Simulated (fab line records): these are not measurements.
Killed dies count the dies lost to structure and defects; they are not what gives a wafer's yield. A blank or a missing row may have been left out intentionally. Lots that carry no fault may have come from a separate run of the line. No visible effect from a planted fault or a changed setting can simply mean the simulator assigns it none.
Which tool was responsible? || flow n5Finfet || 11 lots, 26 wafers sampled, at 5 steps of a route of 1938

== WHAT THE GAUGES SHOWED, per wafer ==
N5_HKMG_FIN_CD_MEAS_12: target cd 92.8 nm. Usual: cdNm at 92.9 nm, with a standard deviation of 0.68.
{"lot": "L593", "measured": "day 4 03:58", "on": "cdSem-03", "cdNm (nm)": "93.0 92.4", "flag": ""}
{"lot": "L594", "measured": "day 4 08:00", "on": "cdSem-03", "cdNm (nm)": "93.5 92.3 91.7", "flag": ""}
{"lot": "L595", "measured": "day 4 13:37", "on": "cdSem-03", "cdNm (nm)": "92.6 93.4", "flag": ""}
{"lot": "L600", "measured": "day 5 22:59", "on": "cdSem-02", "cdNm (nm)": "93.4 93.1", "flag": ""}
{"lot": "L602", "measured": "day 6 07:51", "on": "cdSem-02", "cdNm (nm)": "93.6 92.7 93.7", "flag": ""}
{"lot": "L605", "measured": "day 7 04:45", "on": "cdSem-01", "cdNm (nm)": "92.6 91.7 92.8", "flag": ""}
{"lot": "L606", "measured": "day 7 09:01", "on": "cdSem-01", "cdNm (nm)": "92.8 92.9", "flag": ""}
{"lot": "L609", "measured": "day 7 23:40", "on": "cdSem-02", "cdNm (nm)": "93.7 93.0 92.1", "flag": ""}
{"lot": "L611", "measured": "day 8 14:57", "on": "cdSem-02", "cdNm (nm)": "94.9 94.1", "flag": ""}
{"lot": "L615", "measured": "day 9 15:05", "on": "cdSem-01", "cdNm (nm)": "93.1 91.8", "flag": ""}
{"lot": "L616", "measured": "day 9 20:38", "on": "cdSem-02", "cdNm (nm)": "93.3 92.4", "flag": ""}

N5_BEOL_M4_RC_MEAS_101. Usual: DIBL_N 36.3 mV/V, standard deviation 1.6; DIBL_P 36.2 mV/V, standard deviation 2.1; IOFF_N 0.16 nA/um, standard deviation 0.031; IOFF_P 0.21 nA/um, standard deviation 0.034; ION_N 673 uA/um, standard deviation 11; ION_P 461 uA/um, standard deviation 7.4; SS_N 71.6 mV/dec, standard deviation 0.55; SS_P 73.3 mV/dec, standard deviation 0.66; VT_N 251 mV, standard deviation 3.2; VT_P -251 mV, standard deviation 3.5.
{"lot": "L593", "measured": "day 7 13:00", "on": "prober-02", "DIBL_N (mV/V)": "36.6 34.4", "DIBL_P (mV/V)": "35.7 33.3", "IOFF_N (nA/um)": "0.16 0.13", "IOFF_P (nA/um)": "0.23 0.19", "ION_N (uA/um)": "678 683", "ION_P (uA/um)": "469 473", "SS_N (mV/dec)": "72.4 71.6", "SS_P (mV/dec)": "73.7 73.3", "VT_N (mV)": "250 252", "VT_P (mV)": "-252 -250", "flag": ""}
{"lot": "L594", "measured": "day 7 15:59", "on": "prober-02", "DIBL_N (mV/V)": "36.3 36.8 38.4", "DIBL_P (mV/V)": "36.0 36.5 37.9", "IOFF_N (nA/um)": "0.14 0.14 0.17", "IOFF_P (nA/um)": "0.21 0.21 0.25", "ION_N (uA/um)": "683 665 676", "ION_P (uA/um)": "471 462 464", "SS_N (mV/dec)": "71.0 71.5 71.2", "SS_P (mV/dec)": "73.8 73.4 74.0", "VT_N (mV)": "254 253 250", "VT_P (mV)": "-254 -253 -251", "flag": ""}
{"lot": "L595", "measured": "day 7 19:15", "on": "prober-02", "DIBL_N (mV/V)": "33.4 35.0", "DIBL_P (mV/V)": "33.4 36.1", "IOFF_N (nA/um)": "0.12 0.15", "IOFF_P (nA/um)": "0.15 0.20", "ION_N (uA/um)": "664 661", "ION_P (uA/um)": "452 453", "SS_N (mV/dec)": "70.8 71.6", "SS_P (mV/dec)": "72.9 73.3", "VT_N (mV)": "258 249", "VT_P (mV)": "-254 -251", "flag": ""}
{"lot": "L600", "measured": "day 9 13:11", "on": "prober-01", "DIBL_N (mV/V)": "34.9 36.1", "DIBL_P (mV/V)": "34.1 35.5", "IOFF_N (nA/um)": "0.12 0.14", "IOFF_P (nA/um)": "0.17 0.18", "ION_N (uA/um)": "655 669", "ION_P (uA/um)": "452 454", "SS_N (mV/dec)": "70.8 71.9", "SS_P (mV/dec)": "72.7 72.6", "VT_N (mV)": "253 255", "VT_P (mV)": "-255 -254", "flag": ""}
{"lot": "L602", "measured": "day 9 14:40", "on": "prober-02", "DIBL_N (mV/V)": "34.8 36.3 37.1", "DIBL_P (mV/V)": "35.7 37.0 38.3", "IOFF_N (nA/um)": "0.14 0.16 0.18", "IOFF_P (nA/um)": "0.18 0.19 0.22", "ION_N (uA/um)": "652 679 665", "ION_P (uA/um)": "452 461 455", "SS_N (mV/dec)": "70.9 71.2 71.7", "SS_P (mV/dec)": "72.8 73.4 74.2", "VT_N (mV)": "247 250 246", "VT_P (mV)": "-252 -254 -250", "flag": ""}
{"lot": "L605", "measured": "day 10 13:17", "on": "prober-02", "DIBL_N (mV/V)": "34.2 36.8 36.3", "DIBL_P (mV/V)": "36.2 39.3 38.6", "IOFF_N (nA/um)": "0.13 0.18 0.17", "IOFF_P (nA/um)": "0.19 0.24 0.24", "ION_N (uA/um)": "672 669 689", "ION_P (uA/um)": "466 461 475", "SS_N (mV/dec)": "70.9 72.6 71.2", "SS_P (mV/dec)": "72.7 73.5 74.0", "VT_N (mV)": "253 246 247", "VT_P (mV)": "-252 -248 -247", "flag": ""}
{"lot": "L606", "measured": "day 10 20:37", "on": "prober-01", "DIBL_N (mV/V)": "38.2 35.9", "DIBL_P (mV/V)": "37.3 35.5", "IOFF_N (nA/um)": "0.17 0.14", "IOFF_P (nA/um)": "0.19 0.17", "ION_N (uA/um)": "673 669", "ION_P (uA/um)": "450 451", "SS_N (mV/dec)": "72.4 70.9", "SS_P (mV/dec)": "73.8 72.5", "VT_N (mV)": "249 252", "VT_P (mV)": "-257 -256", "flag": ""}
{"lot": "L609", "measured": "day 11 05:26", "on": "prober-02", "DIBL_N (mV/V)": "37.3 33.8 35.9", "DIBL_P (mV/V)": "38.7 33.8 36.8", "IOFF_N (nA/um)": "0.19 0.12 0.17", "IOFF_P (nA/um)": "0.27 0.20 0.24", "ION_N (uA/um)": "687 680 680", "ION_P (uA/um)": "475 476 469", "SS_N (mV/dec)": "71.9 70.7 71.6", "SS_P (mV/dec)": "73.0 72.2 73.1", "VT_N (mV)": "245 252 247", "VT_P (mV)": "-241 -248 -244", "flag": ""}
{"lot": "L611", "measured": "day 11 21:50", "on": "prober-01", "DIBL_N (mV/V)": "37.7 38.1", "DIBL_P (mV/V)": "38.2 37.4", "IOFF_N (nA/um)": "0.18 0.16", "IOFF_P (nA/um)": "0.22 0.24", "ION_N (uA/um)": "687 665", "ION_P (uA/um)": "465 467", "SS_N (mV/dec)": "71.7 72.0", "SS_P (mV/dec)": "73.5 73.1", "VT_N (mV)": "249 255", "VT_P (mV)": "-252 -247", "flag": ""}
{"lot": "L615", "measured": "day 13 07:39", "on": "prober-01", "DIBL_N (mV/V)": "34.2 37.2", "DIBL_P (mV/V)": "32.7 37.0", "IOFF_N (nA/um)": "0.10 0.13", "IOFF_P (nA/um)": "0.14 0.20", "ION_N (uA/um)": "656 657", "ION_P (uA/um)": "455 458", "SS_N (mV/dec)": "70.4 71.2", "SS_P (mV/dec)": "71.8 72.6", "VT_N (mV)": "257 256", "VT_P (mV)": "-254 -252", "flag": ""}
{"lot": "L616", "measured": "day 13 10:01", "on": "prober-01", "DIBL_N (mV/V)": "37.9 39.1", "DIBL_P (mV/V)": "38.5 41.1", "IOFF_N (nA/um)": "0.19 0.19", "IOFF_P (nA/um)": "0.23 0.30", "ION_N (uA/um)": "687 685", "ION_P (uA/um)": "466 474", "SS_N (mV/dec)": "71.7 73.3", "SS_P (mV/dec)": "74.6 74.0", "VT_N (mV)": "248 250", "VT_P (mV)": "-249 -246", "flag": ""}

== WHAT TOOL EACH LOT RAN ON (gives the tool, then ch and the chambers of the sampled wafers, and finally the start) ==
{"lot": "L593", "N5_HKMG_FIN_DESCUM_17": "rieDiel-06 ch 0,1, day 4 04:04", "N5_HKMG_FIN_ETCH_32": "rieDiel-06 ch 0,1, day 4 04:09", "N5_HKMG_FIN_ALD_91": "aldMetal-01 ch 1,2, day 4 05:02"}
{"lot": "L594", "N5_HKMG_FIN_DESCUM_17": "rieDiel-06 ch 0,1,3, day 4 08:13", "N5_HKMG_FIN_ETCH_32": "rieDiel-06 ch 0,1,3, day 4 08:18", "N5_HKMG_FIN_ALD_91": "aldMetal-01 ch 1,2,3, day 4 09:12"}
{"lot": "L595", "N5_HKMG_FIN_DESCUM_17": "rieDiel-02 ch 1,2, day 4 13:56", "N5_HKMG_FIN_ETCH_32": "rieDiel-02 ch 1,2, day 4 14:01", "N5_HKMG_FIN_ALD_91": "aldMetal-04 ch 0, day 4 14:55"}
{"lot": "L600", "N5_HKMG_FIN_DESCUM_17": "rieDiel-04 ch 2, day 5 23:11", "N5_HKMG_FIN_ETCH_32": "rieDiel-04 ch 2, day 5 23:16", "N5_HKMG_FIN_ALD_91": "aldMetal-04 ch 2,3, day 6 00:17"}
{"lot": "L602", "N5_HKMG_FIN_DESCUM_17": "rieDiel-02 ch 1,2, day 6 08:07", "N5_HKMG_FIN_ETCH_32": "rieDiel-02 ch 1,2, day 6 08:12", "N5_HKMG_FIN_ALD_91": "aldMetal-03 ch 1,2, day 6 09:05"}
{"lot": "L605", "N5_HKMG_FIN_DESCUM_17": "rieDiel-04 ch 0,1,3, day 7 04:50", "N5_HKMG_FIN_ETCH_32": "rieDiel-04 ch 0,1,3, day 7 04:56", "N5_HKMG_FIN_ALD_91": "aldMetal-03 ch 0,2,3, day 7 05:49"}
{"lot": "L606", "N5_HKMG_FIN_DESCUM_17": "rieDiel-06 ch 2, day 7 09:05", "N5_HKMG_FIN_ETCH_32": "rieDiel-06 ch 2, day 7 09:11", "N5_HKMG_FIN_ALD_91": "aldMetal-01 ch 1,3, day 7 10:04"}
{"lot": "L609", "N5_HKMG_FIN_DESCUM_17": "rieDiel-06 ch 0,2, day 8 00:07", "N5_HKMG_FIN_ETCH_32": "rieDiel-06 ch 0,2, day 8 00:12", "N5_HKMG_FIN_ALD_91": "aldMetal-04 ch 0,1,3, day 8 01:14"}
{"lot": "L611", "N5_HKMG_FIN_DESCUM_17": "rieDiel-04 ch 0,2, day 8 15:02", "N5_HKMG_FIN_ETCH_32": "rieDiel-04 ch 0,2, day 8 15:08", "N5_HKMG_FIN_ALD_91": "aldMetal-01 ch 2,3, day 8 16:01"}
{"lot": "L615", "N5_HKMG_FIN_DESCUM_17": "rieDiel-06 ch 2,3, day 9 15:11", "N5_HKMG_FIN_ETCH_32": "rieDiel-06 ch 2,3, day 9 15:16", "N5_HKMG_FIN_ALD_91": "aldMetal-01 ch 0,1, day 9 16:10"}
{"lot": "L616", "N5_HKMG_FIN_DESCUM_17": "rieDiel-04 ch 2,3, day 9 20:56", "N5_HKMG_FIN_ETCH_32": "rieDiel-04 ch 2,3, day 9 21:02", "N5_HKMG_FIN_ALD_91": "aldMetal-01 ch 1,2, day 9 21:55"}
- N5_HKMG_FIN_DESCUM_17: chemistry O2, time 7.9 s.
- N5_HKMG_FIN_ETCH_32: etches SOC in N2/H2, target depth 240 nm, time 300 s.
- N5_HKMG_FIN_ALD_91: deposits TiN, target thk 1 nm, pulse time 1 s, purge time 3 s.

== AS READ BY THE TOOLS THEMSELVES (means over the sampled wafers that have a number; for cases with no such wafer, the mark the record gives instead) ==
N5_HKMG_FIN_DESCUM_17. Usual: drypumpMotorCurrentA 5.7 A, standard deviation 0.38; oesProductAu 0.75 a.u., standard deviation 0.079; rfVppV 243.1 V, standard deviation 1.2; showerheadPlenumPTorr 2.09 Torr, standard deviation 0.069; throttleValvePct 20.61 %, standard deviation 0.21.
{"lot": "L593", "tool": "rieDiel-06", "drypumpMotorCurrentA (A)": 6.0, "oesProductAu (a.u.)": 0.69, "rfVppV (V)": 244.8, "showerheadPlenumPTorr (Torr)": 2.15, "throttleValvePct (%)": 20.59, "flag": ""}
{"lot": "L594", "tool": "rieDiel-06", "drypumpMotorCurrentA (A)": 6.0, "oesProductAu (a.u.)": 0.70, "rfVppV (V)": 242.8, "showerheadPlenumPTorr (Torr)": 2.12, "throttleValvePct (%)": 20.71, "flag": ""}
{"lot": "L595", "tool": "rieDiel-02", "drypumpMotorCurrentA (A)": 5.2, "oesProductAu (a.u.)": 0.75, "rfVppV (V)": 243.9, "showerheadPlenumPTorr (Torr)": 2.15, "throttleValvePct (%)": 20.62, "flag": ""}
{"lot": "L600", "tool": "rieDiel-04", "drypumpMotorCurrentA (A)": 6.4, "oesProductAu (a.u.)": 0.74, "rfVppV (V)": 242.3, "showerheadPlenumPTorr (Torr)": 2.00, "throttleValvePct (%)": 20.31, "flag": ""}
{"lot": "L602", "tool": "rieDiel-02", "drypumpMotorCurrentA (A)": 5.3, "oesProductAu (a.u.)": 0.73, "rfVppV (V)": 243.6, "showerheadPlenumPTorr (Torr)": 2.16, "throttleValvePct (%)": 20.70, "flag": ""}
{"lot": "L605", "tool": "rieDiel-04", "drypumpMotorCurrentA (A)": 5.8, "oesProductAu (a.u.)": 0.81, "rfVppV (V)": 242.6, "showerheadPlenumPTorr (Torr)": 2.08, "throttleValvePct (%)": 20.51, "flag": ""}
{"lot": "L606", "tool": "rieDiel-06", "drypumpMotorCurrentA (A)": 5.2, "oesProductAu (a.u.)": 0.71, "rfVppV (V)": 241.4, "showerheadPlenumPTorr (Torr)": 1.99, "throttleValvePct (%)": 20.64, "flag": ""}
{"lot": "L609", "tool": "rieDiel-06", "drypumpMotorCurrentA (A)": 5.5, "oesProductAu (a.u.)": 0.69, "rfVppV (V)": 242.7, "showerheadPlenumPTorr (Torr)": 2.03, "throttleValvePct (%)": 20.60, "flag": ""}
{"lot": "L611", "tool": "rieDiel-04", "drypumpMotorCurrentA (A)": 6.3, "oesProductAu (a.u.)": 0.77, "rfVppV (V)": 241.5, "showerheadPlenumPTorr (Torr)": 2.01, "throttleValvePct (%)": 20.41, "flag": ""}
{"lot": "L615", "tool": "rieDiel-06", "drypumpMotorCurrentA (A)": 5.6, "oesProductAu (a.u.)": 0.68, "rfVppV (V)": 242.0, "showerheadPlenumPTorr (Torr)": 2.01, "throttleValvePct (%)": 20.87, "flag": ""}
{"lot": "L616", "tool": "rieDiel-04", "drypumpMotorCurrentA (A)": 6.1, "oesProductAu (a.u.)": 0.72, "rfVppV (V)": 242.8, "showerheadPlenumPTorr (Torr)": 2.03, "throttleValvePct (%)": 20.54, "flag": ""}

N5_HKMG_FIN_ETCH_32. Usual: drypumpMotorCurrentA 5.7 A, standard deviation 0.38; oesProductAu 0.75 a.u., standard deviation 0.077; rfVppV 523.6 V, standard deviation 2.4; showerheadPlenumPTorr 2.53 Torr, standard deviation 0.079; throttleValvePct 18.01 %, standard deviation 0.2.
{"lot": "L593", "tool": "rieDiel-06", "drypumpMotorCurrentA (A)": 6.0, "oesProductAu (a.u.)": 0.70, "rfVppV (V)": 526.1, "showerheadPlenumPTorr (Torr)": 2.60, "throttleValvePct (%)": 17.98, "flag": ""}
{"lot": "L594", "tool": "rieDiel-06", "drypumpMotorCurrentA (A)": 6.0, "oesProductAu (a.u.)": 0.71, "rfVppV (V)": 525.9, "showerheadPlenumPTorr (Torr)": 2.57, "throttleValvePct (%)": 18.10, "flag": ""}
{"lot": "L595", "tool": "rieDiel-02", "drypumpMotorCurrentA (A)": 5.3, "oesProductAu (a.u.)": 0.74, "rfVppV (V)": 525.2, "showerheadPlenumPTorr (Torr)": 2.59, "throttleValvePct (%)": 17.95, "flag": ""}
{"lot": "L600", "tool": "rieDiel-04", "drypumpMotorCurrentA (A)": 6.4, "oesProductAu (a.u.)": 0.74, "rfVppV (V)": 521.0, "showerheadPlenumPTorr (Torr)": 2.44, "throttleValvePct (%)": 17.82, "flag": ""}
{"lot": "L602", "tool": "rieDiel-02", "drypumpMotorCurrentA (A)": 5.4, "oesProductAu (a.u.)": 0.72, "rfVppV (V)": 524.7, "showerheadPlenumPTorr (Torr)": 2.60, "throttleValvePct (%)": 18.02, "flag": ""}
{"lot": "L605", "tool": "rieDiel-04", "drypumpMotorCurrentA (A)": 5.7, "oesProductAu (a.u.)": 0.80, "rfVppV (V)": 523.3, "showerheadPlenumPTorr (Torr)": 2.52, "throttleValvePct (%)": 17.88, "flag": ""}
{"lot": "L606", "tool": "rieDiel-06", "drypumpMotorCurrentA (A)": 5.3, "oesProductAu (a.u.)": 0.73, "rfVppV (V)": 519.9, "showerheadPlenumPTorr (Torr)": 2.42, "throttleValvePct (%)": 18.07, "flag": ""}
{"lot": "L609", "tool": "rieDiel-06", "drypumpMotorCurrentA (A)": 5.5, "oesProductAu (a.u.)": 0.71, "rfVppV (V)": 522.4, "showerheadPlenumPTorr (Torr)": 2.47, "throttleValvePct (%)": 18.06, "flag": ""}
{"lot": "L611", "tool": "rieDiel-04", "drypumpMotorCurrentA (A)": 6.2, "oesProductAu (a.u.)": 0.76, "rfVppV (V)": 520.6, "showerheadPlenumPTorr (Torr)": 2.44, "throttleValvePct (%)": 17.78, "flag": ""}
{"lot": "L615", "tool": "rieDiel-06", "drypumpMotorCurrentA (A)": 5.6, "oesProductAu (a.u.)": 0.70, "rfVppV (V)": 522.2, "showerheadPlenumPTorr (Torr)": 2.46, "throttleValvePct (%)": 18.27, "flag": ""}
{"lot": "L616", "tool": "rieDiel-04", "drypumpMotorCurrentA (A)": 6.1, "oesProductAu (a.u.)": 0.71, "rfVppV (V)": 521.0, "showerheadPlenumPTorr (Torr)": 2.47, "throttleValvePct (%)": 18.01, "flag": ""}

N5_HKMG_FIN_ALD_91. Usual: heaterPowerOuterW 527 W, standard deviation 38; heaterPowerW 870 W, standard deviation 72; precursorPulseHeightRel 0.999, standard deviation 0.02.
{"lot": "L593", "tool": "aldMetal-01", "heaterPowerOuterW (W)": 586, "heaterPowerW (W)": 960, "precursorPulseHeightRel": 0.983, "flag": ""}
{"lot": "L594", "tool": "aldMetal-01", "heaterPowerOuterW (W)": 570, "heaterPowerW (W)": 944, "precursorPulseHeightRel": 0.991, "flag": ""}
{"lot": "L595", "tool": "aldMetal-04", "heaterPowerOuterW (W)": 473, "heaterPowerW (W)": 782, "precursorPulseHeightRel": 0.984, "flag": ""}
{"lot": "L600", "tool": "aldMetal-04", "heaterPowerOuterW (W)": 504, "heaterPowerW (W)": 809, "precursorPulseHeightRel": 0.987, "flag": ""}
{"lot": "L602", "tool": "aldMetal-03", "heaterPowerOuterW (W)": 518, "heaterPowerW (W)": 884, "precursorPulseHeightRel": 0.998, "flag": ""}
{"lot": "L605", "tool": "aldMetal-03", "heaterPowerOuterW (W)": 517, "heaterPowerW (W)": 875, "precursorPulseHeightRel": 1.000, "flag": ""}
{"lot": "L606", "tool": "aldMetal-01", "heaterPowerOuterW (W)": 566, "heaterPowerW (W)": 948, "precursorPulseHeightRel": 1.011, "flag": ""}
{"lot": "L609", "tool": "aldMetal-04", "heaterPowerOuterW (W)": 494, "heaterPowerW (W)": 788, "precursorPulseHeightRel": 0.997, "flag": ""}
{"lot": "L611", "tool": "aldMetal-01", "heaterPowerOuterW (W)": 554, "heaterPowerW (W)": 934, "precursorPulseHeightRel": 1.007, "flag": ""}
{"lot": "L615", "tool": "aldMetal-01", "heaterPowerOuterW (W)": 562, "heaterPowerW (W)": 958, "precursorPulseHeightRel": 0.984, "flag": ""}
{"lot": "L616", "tool": "aldMetal-01", "heaterPowerOuterW (W)": 590, "heaterPowerW (W)": 978, "precursorPulseHeightRel": 1.001, "flag": ""}

== THE ANSWER, worked out from the rows above alone ==
Rule: lot off if the mean of its wafers having a number is beyond 3 standard deviations from the usual mean. Also off: a lot with no number at a reading for which 4 or more lots have one. The other lots that the step has rows for count as sound. After the gauges, taken in route order, come the tools' own readings; for these a lot's mean is taken, as printed above. The first step at which some lot is off is used, and at that step the reading that is off furthest; a lot without a number counts as furthest.
No lot is off on any of the readings shown, so nothing can be concluded from this.

== WHAT HAD BEEN PUT IN BY THE SIMULATOR ==
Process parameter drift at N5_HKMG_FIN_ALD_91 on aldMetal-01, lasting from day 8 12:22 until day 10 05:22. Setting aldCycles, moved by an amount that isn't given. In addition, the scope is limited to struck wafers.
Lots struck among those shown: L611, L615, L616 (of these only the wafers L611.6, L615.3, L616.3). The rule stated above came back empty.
